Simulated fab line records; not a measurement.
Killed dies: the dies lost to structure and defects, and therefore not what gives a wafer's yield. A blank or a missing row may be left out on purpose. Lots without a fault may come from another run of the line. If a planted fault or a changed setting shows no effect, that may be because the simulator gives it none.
Struck lot and sound lot, side by side	flow n5_finfet	26 steps out of a route of 1938
Sound: these wafers, L675.1, L675.2, L675.4. Struck: wafers L690.2, L690.5, L690.6. The cause is named last.
Per side, at each step with rows, come the tool, then ch with its chambers, and then its first start. Under that, the readings that differ: sound wafers	struck wafers	difference of the means	sigmas: that difference in standard deviations of wafers without a fault.
alike: same words and numbers on both sides, and readings whose means sit less than 2 such deviations apart. not compared: any withheld reading, any reading some wafer has no value for, any bound like >300 that may hide the same value, and any number with overlapping values for which the record gives no deviation.
A row with sigmas, a row that says differs or no value, or rows on one side alone: a step with any of these is where the two part. Non-overlapping numbers with no deviation appear without sigmas and do not part them. Lack of a reading on every wafer of one side parts them only where that side has two or more wafers.

first, 9 steps without rows for these wafers: N5_BEOL_M12_COAT_04 (resist thk 400 nm); N5_BEOL_M12_EBR_06; N5_BEOL_M12_SOFTBAKE_05 (time 60 s); N5_BEOL_M12_EXPOSE_07 (exposes mask V11); N5_BEOL_M12_PEB_08 (peb time 90 s); N5_BEOL_M12_DEVELOP_09 (develop time 45 s); N5_BEOL_M12_HARDBAKE_14 (time 120 s); N5_BEOL_M12_DESCUM_15 (chemistry O2, time 7.9 s); N5_BEOL_M12_ETCH_59 (etches BARC in N2/H2, target depth 89 nm, overetch 26.7 nm, time 67.9 s).
N5_BEOL_M12_VIA_ETCH_16: etches SiOC in C4F8/O2/Ar, target depth 724.8 nm.
  sound on rie_diel-05 ch 0,2,3, day 11 05:24; struck on rie_diel-05 ch 1,2, day 14 11:11
  alike: drypump_motor_current_A, oes_product_au, rf_vpp_V, showerhead_plenum_p_Torr, throttle_valve_pct
then, 13 steps without rows for these wafers: N5_BEOL_M12_STRIP_63 (strips in N2/H2); N5_BEOL_M12_STRIP_64 (strips in N2/H2); N5_BEOL_M12_STRIP_71 (strips in post etch residue remover, time 60 s); N5_BEOL_M12_SRD_72 (time 30 s, dry time 30 s); N5_BEOL_M12_COAT_65 (time 60 s, resist thk 300 nm); N5_BEOL_M12_COAT_66 (time 60 s, resist thk 110 nm); N5_BEOL_M12_COAT_22 (resist thk 300 nm); N5_BEOL_M12_EBR_24; N5_BEOL_M12_SOFTBAKE_23 (time 60 s); N5_BEOL_M12_EXPOSE_25 (exposes mask M12); N5_BEOL_M12_PEB_26 (peb time 90 s); N5_BEOL_M12_DEVELOP_27 (develop time 45 s); N5_BEOL_M12_HARDBAKE_32 (time 120 s).
N5_BEOL_M12_INSPECT_30: inspects for defects (macro).
  sound on defect_inspect-02 at day 11 06:11; struck on defect_inspect-01 at day 14 11:59
reading	sound	struck	difference	sigmas
raw_defect_count	1 2 2	>300 >300 >300	differs	
then, 1 step without rows for these wafers: N5_BEOL_M12_DESCUM_33 (chemistry O2, time 7.9 s).
N5_PASSIVATION_PROBE_49:
  rows exist in the record for the struck wafers here (prober-01, day 16 03:41), but not for the sound ones

== WHERE THEY PART ==
First at N5_BEOL_M12_INSPECT_30; last, within this record, at N5_PASSIVATION_PROBE_49.

WHY: what the simulator had put in
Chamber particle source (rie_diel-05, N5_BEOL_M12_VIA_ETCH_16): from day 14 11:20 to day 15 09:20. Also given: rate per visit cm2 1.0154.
